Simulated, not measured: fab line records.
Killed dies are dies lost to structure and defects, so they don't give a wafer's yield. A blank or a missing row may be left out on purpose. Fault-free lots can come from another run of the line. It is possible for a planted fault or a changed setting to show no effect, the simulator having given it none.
Which of the tools did it?    flow n5Finfet    24 lots with 72 wafers sampled at 6 steps, on a route of 1938 steps

## WHAT THE GAUGES SHOWED, per wafer
The record holds no reading of a measuring or inspecting step that can be judged against a usual standard deviation.

## WHICH TOOL RAN EACH LOT (tool, then ch and the chambers of the sampled wafers, then the start)
lot   N5_BEOL_M2_STRIP_97                           N5_BEOL_M2_ANNEAL_49         N5_BEOL_M2_SPUTTER_86        N5_BEOL_M3_DESCUM_16               N5_BEOL_M3_STRIP_66                N5_BEOL_M3_PRE_CLEAN_45
L074  rieDiel-01 ch 1,2, day 6 17:17 or earlier     pvdSputter-02, day 6 17:17   pvdSputter-02, day 6 17:52   rieDiel-03 ch 1,2,3, day 6 23:07   rieDiel-03 ch 1,2,3, day 6 23:19   pvdSputter-03, day 7 03:02
L075  rieDiel-06 ch 0,2, day 7 06:50 or earlier     pvdSputter-02, day 7 06:50   pvdSputter-02, day 7 07:25   rieDiel-04 ch 0,2,3, day 7 11:17   rieDiel-04 ch 0,2,3, day 7 11:30   pvdSputter-02, day 7 16:05
L076  rieDiel-01 ch 0,3, day 7 08:19 or earlier     pvdSputter-03, day 7 08:19   pvdSputter-03, day 7 08:53   rieDiel-04 ch 1,2,3, day 7 11:49   rieDiel-04 ch 1,2,3, day 7 12:01   pvdSputter-03, day 7 21:13
L077  rieDiel-02 ch 0,1, day 7 07:01 or earlier     pvdSputter-01, day 7 07:01   pvdSputter-01, day 7 07:35   rieDiel-05 ch 1,3, day 7 11:19     rieDiel-05 ch 1,3, day 7 11:31     pvdSputter-03, day 7 15:31
L078  rieDiel-01 ch 0,3, day 7 21:24 or earlier     pvdSputter-02, day 7 21:24   pvdSputter-02, day 7 21:59   rieDiel-05 ch 0,2,3, day 8 01:32   rieDiel-05 ch 0,2,3, day 8 01:45   pvdSputter-02, day 8 04:32
L079  rieDiel-01 ch 0,2,3, day 8 11:53 or earlier   pvdSputter-01, day 8 11:53   pvdSputter-01, day 8 12:28   rieDiel-05 ch 0,2, day 8 17:59     rieDiel-05 ch 0,2, day 8 18:11     pvdSputter-01, day 9 13:41
L080  rieDiel-02 ch 0,1,3, day 8 13:42 or earlier   pvdSputter-02, day 8 13:42   pvdSputter-02, day 8 14:17   rieDiel-03 ch 0,2,3, day 8 18:35   rieDiel-03 ch 0,2,3, day 8 18:47   pvdSputter-03, day 9 13:46
L081  rieDiel-01 ch 1,3, day 8 23:00 or earlier     pvdSputter-03, day 8 23:00   pvdSputter-03, day 8 23:35   rieDiel-04 ch 0,1, day 9 09:50     rieDiel-04 ch 0,1, day 9 10:02     pvdSputter-03, day 9 20:23
L082  rieDiel-06 ch 2,3, day 9 00:37 or earlier     pvdSputter-02, day 9 00:37   pvdSputter-02, day 9 01:12   rieDiel-03 ch 1,2,3, day 9 06:41   rieDiel-03 ch 1,2,3, day 9 06:53   pvdSputter-03, day 9 17:53
L083  rieDiel-02 ch 0,2, day 9 11:32 or earlier     pvdSputter-01, day 9 11:32   pvdSputter-01, day 9 12:07   rieDiel-05 ch 2,3, day 9 17:07     rieDiel-05 ch 2,3, day 9 17:19     pvdSputter-03, day 9 20:43
L084  rieDiel-06 ch 0,3, day 9 20:34 or earlier     pvdSputter-01, day 9 20:34   pvdSputter-01, day 9 21:09   rieDiel-04 ch 0,3, day 10 00:43    rieDiel-04 ch 0,3, day 10 00:55    pvdSputter-03, day 10 05:59
L085  rieDiel-01 ch 1,2, day 10 02:51 or earlier    pvdSputter-03, day 10 02:51  pvdSputter-03, day 10 03:26  rieDiel-03 ch 0,1,3, day 10 07:04  rieDiel-03 ch 0,1,3, day 10 07:16  pvdSputter-03, day 10 10:47
L087  rieDiel-06 ch 1,3, day 10 08:38 or earlier    pvdSputter-01, day 10 08:38  pvdSputter-01, day 10 09:13  rieDiel-04 ch 1,3, day 10 14:04    rieDiel-04 ch 1,3, day 10 14:16    pvdSputter-01, day 11 00:32
L086  rieDiel-01 ch 0,1,2, day 10 11:35 or earlier  pvdSputter-03, day 10 11:35  pvdSputter-03, day 10 12:10  rieDiel-05 ch 2,3, day 10 17:46    rieDiel-05 ch 2,3, day 10 17:58    pvdSputter-01, day 11 04:44
L088  rieDiel-01 ch 0,1,3, day 10 14:38 or earlier  pvdSputter-01, day 10 14:38  pvdSputter-01, day 10 15:13  rieDiel-03 ch 0,1,3, day 10 19:10  rieDiel-03 ch 0,1,3, day 10 19:23  pvdSputter-01, day 11 04:33
L089  rieDiel-02 ch 2,3, day 10 19:46 or earlier    pvdSputter-02, day 10 19:46  pvdSputter-02, day 10 20:20  rieDiel-04 ch 1,2,3, day 11 00:11  rieDiel-04 ch 1,2,3, day 11 00:23  pvdSputter-03, day 11 05:16
L090  rieDiel-02 ch 1,2, day 11 01:10 or earlier    pvdSputter-03, day 11 01:10  pvdSputter-03, day 11 01:45  rieDiel-03 ch 1,2,3, day 11 05:07  rieDiel-03 ch 1,2,3, day 11 05:19  pvdSputter-02, day 11 11:35
L091  rieDiel-02 ch 1,2,3, day 11 08:44 or earlier  pvdSputter-01, day 11 08:44  pvdSputter-01, day 11 09:19  rieDiel-03 ch 1,2,3, day 11 12:37  rieDiel-03 ch 1,2,3, day 11 12:50  pvdSputter-02, day 11 14:45
L092  rieDiel-02 ch 1,2,3, day 11 12:05 or earlier  pvdSputter-01, day 11 12:05  pvdSputter-01, day 11 12:40  rieDiel-03 ch 1,2, day 11 18:17    rieDiel-03 ch 1,2, day 11 18:29    pvdSputter-03, day 12 11:40
L093  rieDiel-02 ch 0,2,3, day 11 19:18 or earlier  pvdSputter-01, day 11 19:18  pvdSputter-01, day 11 19:53  rieDiel-03 ch 0,1,3, day 12 00:56  rieDiel-03 ch 0,1,3, day 12 01:08  pvdSputter-03, day 12 16:44
L095  rieDiel-01 ch 0,2,3, day 12 04:43 or earlier  pvdSputter-02, day 12 04:43  pvdSputter-02, day 12 05:17  rieDiel-03 ch 0,1,3, day 12 10:37  rieDiel-03 ch 0,1,3, day 12 10:49  pvdSputter-01, day 12 20:16
L094  rieDiel-01 ch 0,2,3, day 12 12:17 or earlier  pvdSputter-03, day 12 12:17  pvdSputter-03, day 12 12:52  rieDiel-04 ch 0,1,3, day 12 16:50  rieDiel-04 ch 0,1,3, day 12 17:02  pvdSputter-01, day 12 23:20
L096  rieDiel-02 ch 1,3, day 12 17:33 or earlier    pvdSputter-02, day 12 17:33  pvdSputter-02, day 12 18:11  rieDiel-05 ch 0,1,3, day 12 23:27  rieDiel-05 ch 0,1,3, day 12 23:40  pvdSputter-01, day 13 07:01
L097  rieDiel-01 ch 0,1,3, day 13 00:20 or earlier  pvdSputter-03, day 13 00:20  pvdSputter-03, day 14 03:10  rieDiel-04 ch 0,1,2, day 14 07:58  rieDiel-04 ch 0,1,2, day 14 08:10  pvdSputter-01, day 14 18:08
- N5_BEOL_M2_STRIP_97: strips in N2/H2, time 10 s.
- N5_BEOL_M2_ANNEAL_49: time 240 s.
- N5_BEOL_M2_SPUTTER_86: material Cu, target thk 4.5 nm, time 8.29 s.
- N5_BEOL_M3_DESCUM_16: chemistry O2, time 7 s.
- N5_BEOL_M3_STRIP_66: strips in CF4.
- N5_BEOL_M3_PRE_CLEAN_45: time 30 s.

## WHAT THE TOOLS THEMSELVES READ (means of the sampled wafers that have a number; where no wafer has one, the mark that the record gives instead)
N5_BEOL_M2_STRIP_97.
lot   tool        drypumpMotorCurrentA (A)  oesProductAu (a.u.)  rfVppV (V)  showerheadPlenumPTorr (Torr)  throttleValvePct (%)
L074  rieDiel-01  5.7                       0.86                 60.9        2.57                          23.7
L075  rieDiel-06  5.2                       0.72                 59.6        2.62                          23.6
L076  rieDiel-01  5.7                       0.78                 59.0        2.54                          23.7
L077  rieDiel-02  5.8                       0.78                 58.5        2.48                          23.5
L078  rieDiel-01  5.8                       0.81                 59.4        2.55                          23.7
L079  rieDiel-01  5.7                       0.79                 60.1        2.55                          23.8
L080  rieDiel-02  5.5                       0.76                 58.9        2.54                          23.8
L081  rieDiel-01  5.7                       0.79                 59.4        2.53                          23.6
L082  rieDiel-06  5.6                       0.74                 58.8        2.50                          23.9
L083  rieDiel-02  5.6                       0.72                 59.0        2.41                          23.9
L084  rieDiel-06  5.4                       0.71                 59.8        2.55                          23.9
L085  rieDiel-01  5.7                       0.83                 59.9        2.56                          23.8
L087  rieDiel-06  5.7                       0.81                 58.8        2.45                          23.8
L086  rieDiel-01  5.7                       0.83                 59.1        2.56                          23.7
L088  rieDiel-01  5.7                       0.81                 59.2        2.55                          23.6
L089  rieDiel-02  5.2                       0.71                 59.0        2.56                          24.3
L090  rieDiel-02  5.2                       0.73                 58.6        2.49                          23.8
L091  rieDiel-02  5.2                       0.71                 58.2        2.52                          24.1
L092  rieDiel-02  5.2                       0.72                 59.9        2.52                          24.1
L093  rieDiel-02  5.5                       0.72                 59.3        2.48                          24.0
L095  rieDiel-01  5.7                       0.77                 59.1        2.54                          23.9
L094  rieDiel-01  5.7                       0.76                 58.7        2.54                          23.9
L096  rieDiel-02  5.2                       0.73                 59.7        2.56                          23.9
L097  rieDiel-01  5.7                       0.78                 59.3        2.54                          23.6

N5_BEOL_M2_ANNEAL_49.
lot   tool           heaterPowerW (W)
L074  pvdSputter-02  754
L075  pvdSputter-02  844
L076  pvdSputter-03  758
L077  pvdSputter-01  910
L078  pvdSputter-02  745
L079  pvdSputter-01  916
L080  pvdSputter-02  752
L081  pvdSputter-03  767
L082  pvdSputter-02  886
L083  pvdSputter-01  906
L084  pvdSputter-01  901
L085  pvdSputter-03  755
L087  pvdSputter-01  806
L086  pvdSputter-03  781
L088  pvdSputter-01  845
L089  pvdSputter-02  802
L090  pvdSputter-03  734
L091  pvdSputter-01  834
L092  pvdSputter-01  911
L093  pvdSputter-01  858
L095  pvdSputter-02  759
L094  pvdSputter-03  752
L096  pvdSputter-02  915
L097  pvdSputter-03  749

N5_BEOL_M2_SPUTTER_86.
lot   tool           throttleValvePct (%)
L074  pvdSputter-02  30.9
L075  pvdSputter-02  29.5
L076  pvdSputter-03  29.5
L077  pvdSputter-01  29.0
L078  pvdSputter-02  30.8
L079  pvdSputter-01  27.9
L080  pvdSputter-02  29.5
L081  pvdSputter-03  28.9
L082  pvdSputter-02  29.4
L083  pvdSputter-01  29.0
L084  pvdSputter-01  29.0
L085  pvdSputter-03  29.3
L087  pvdSputter-01  30.0
L086  pvdSputter-03  30.5
L088  pvdSputter-01  29.0
L089  pvdSputter-02  30.5
L090  pvdSputter-03  29.9
L091  pvdSputter-01  29.1
L092  pvdSputter-01  29.0
L093  pvdSputter-01  30.0
L095  pvdSputter-02  29.5
L094  pvdSputter-03  30.0
L096  pvdSputter-02  29.5
L097  pvdSputter-03  30.1

N5_BEOL_M3_DESCUM_16.
lot   tool        drypumpMotorCurrentA (A)  oesProductAu (a.u.)  rfVppV (V)  showerheadPlenumPTorr (Torr)  throttleValvePct (%)
L074  rieDiel-03  6.1                       0.71                 243.0       2.11                          20.73
L075  rieDiel-04  5.1                       0.74                 243.1       2.08                          20.36
L076  rieDiel-04  5.0                       0.75                 244.0       2.10                          20.52
L077  rieDiel-05  5.8                       0.87                 245.3       2.17                          20.46
L078  rieDiel-05  5.6                       0.89                 244.7       2.18                          20.40
L079  rieDiel-05  5.3                       0.91                 245.1       2.23                          20.51
L080  rieDiel-03  5.8                       0.81                 242.2       2.08                          20.67
L081  rieDiel-04  5.0                       0.75                 243.5       2.13                          20.53
L082  rieDiel-03  6.2                       0.79                 243.0       2.11                          20.63
L083  rieDiel-05  5.8                       0.89                 243.7       2.11                          20.34
L084  rieDiel-04  5.0                       0.74                 243.8       2.13                          20.40
L085  rieDiel-03  5.7                       0.80                 241.8       2.05                          20.70
L087  rieDiel-04  4.9                       0.75                 245.0       2.14                          20.62
L086  rieDiel-05  5.7                       0.88                 243.2       2.11                          20.33
L088  rieDiel-03  5.7                       0.79                 241.9       2.05                          20.70
L089  rieDiel-04  5.0                       0.72                 243.2       2.09                          20.56
L090  rieDiel-03  6.2                       0.87                 242.5       2.10                          20.48
L091  rieDiel-03  6.2                       0.86                 243.2       2.10                          20.48
L092  rieDiel-03  6.1                       0.87                 243.7       2.13                          20.30
L093  rieDiel-03  5.8                       0.78                 242.5       2.05                          20.74
L095  rieDiel-03  5.7                       0.78                 242.4       2.05                          20.73
L094  rieDiel-04  5.0                       0.73                 243.4       2.12                          20.51
L096  rieDiel-05  5.8                       0.82                 243.1       2.16                          20.48
L097  rieDiel-04  5.1                       0.70                 242.8       2.06                          20.51

N5_BEOL_M3_STRIP_66.
lot   tool        drypumpMotorCurrentA (A)  oesProductAu (a.u.)  rfVppV (V)  showerheadPlenumPTorr (Torr)  throttleValvePct (%)
L074  rieDiel-03  6.1                       0.71                 271.2       1.81                          13.90
L075  rieDiel-04  5.1                       0.74                 270.6       1.79                          13.62
L076  rieDiel-04  5.0                       0.73                 271.5       1.82                          13.79
L077  rieDiel-05  5.8                       0.85                 272.9       1.86                          13.56
L078  rieDiel-05  5.6                       0.87                 272.6       1.86                          13.44
L079  rieDiel-05  5.3                       0.88                 274.1       1.91                          13.57
L080  rieDiel-03  5.8                       0.80                 270.8       1.78                          13.73
L081  rieDiel-04  5.0                       0.73                 271.8       1.84                          13.79
L082  rieDiel-03  6.2                       0.78                 270.5       1.80                          13.74
L083  rieDiel-05  5.7                       0.87                 271.3       1.81                          13.37
L084  rieDiel-04  5.0                       0.74                 271.9       1.83                          13.64
L085  rieDiel-03  5.8                       0.79                 270.6       1.76                          13.78
L087  rieDiel-04  4.9                       0.73                 272.0       1.86                          13.91
L086  rieDiel-05  5.7                       0.86                 272.2       1.81                          13.40
L088  rieDiel-03  5.7                       0.79                 270.6       1.75                          13.78
L089  rieDiel-04  5.0                       0.72                 270.7       1.81                          13.84
L090  rieDiel-03  6.1                       0.85                 270.9       1.80                          13.59
L091  rieDiel-03  6.2                       0.84                 270.6       1.80                          13.60
L092  rieDiel-03  6.1                       0.85                 270.8       1.83                          13.48
L093  rieDiel-03  5.8                       0.77                 270.7       1.75                          13.81
L095  rieDiel-03  5.7                       0.78                 270.5       1.75                          13.82
L094  rieDiel-04  5.0                       0.72                 271.5       1.83                          13.75
L096  rieDiel-05  5.8                       0.80                 273.0       1.85                          13.58
L097  rieDiel-04  5.1                       0.70                 270.7       1.79                          13.80

N5_BEOL_M3_PRE_CLEAN_45.
lot   tool           heaterPowerW (W)
L074  pvdSputter-03  302
L075  pvdSputter-02  305
L076  pvdSputter-03  303
L077  pvdSputter-03  302
L078  pvdSputter-02  375
L079  pvdSputter-01  344
L080  pvdSputter-03  301
L081  pvdSputter-03  296
L082  pvdSputter-03  313
L083  pvdSputter-03  302
L084  pvdSputter-03  321
L085  pvdSputter-03  313
L087  pvdSputter-01  341
L086  pvdSputter-01  362
L088  pvdSputter-01  342
L089  pvdSputter-03  294
L090  pvdSputter-02  340
L091  pvdSputter-02  330
L092  pvdSputter-03  297
L093  pvdSputter-03  314
L095  pvdSputter-01  359
L094  pvdSputter-01  359
L096  pvdSputter-01  338
L097  pvdSputter-01  361

## THE ANSWER, worked out from the rows above alone
Rule: usual is defined by the lots themselves. The widest of any qualifying gaps counts: lots, ordered by their means at a reading, are off when they make up no more than a third of the lots, leave a main group of 4 or more, and stand apart from it by 3 or more times the standard deviation of that group's means. If all means in a main group match to the digits the tables above print for the reading, that group is not used. A lot without any number at a reading at which 4 lots or more have one is off too. The other lots that the step has rows for count as sound. After the gauges, taken in route order, come the tools' own readings; for these a lot's mean is taken, as printed above. At the first step where some lot is off, the reading lying furthest off is the one used; lots without a number count as furthest.
No lot is off on any of the readings shown, so nothing can be concluded from this.

## WHAT THE SIMULATOR HAD INSERTED
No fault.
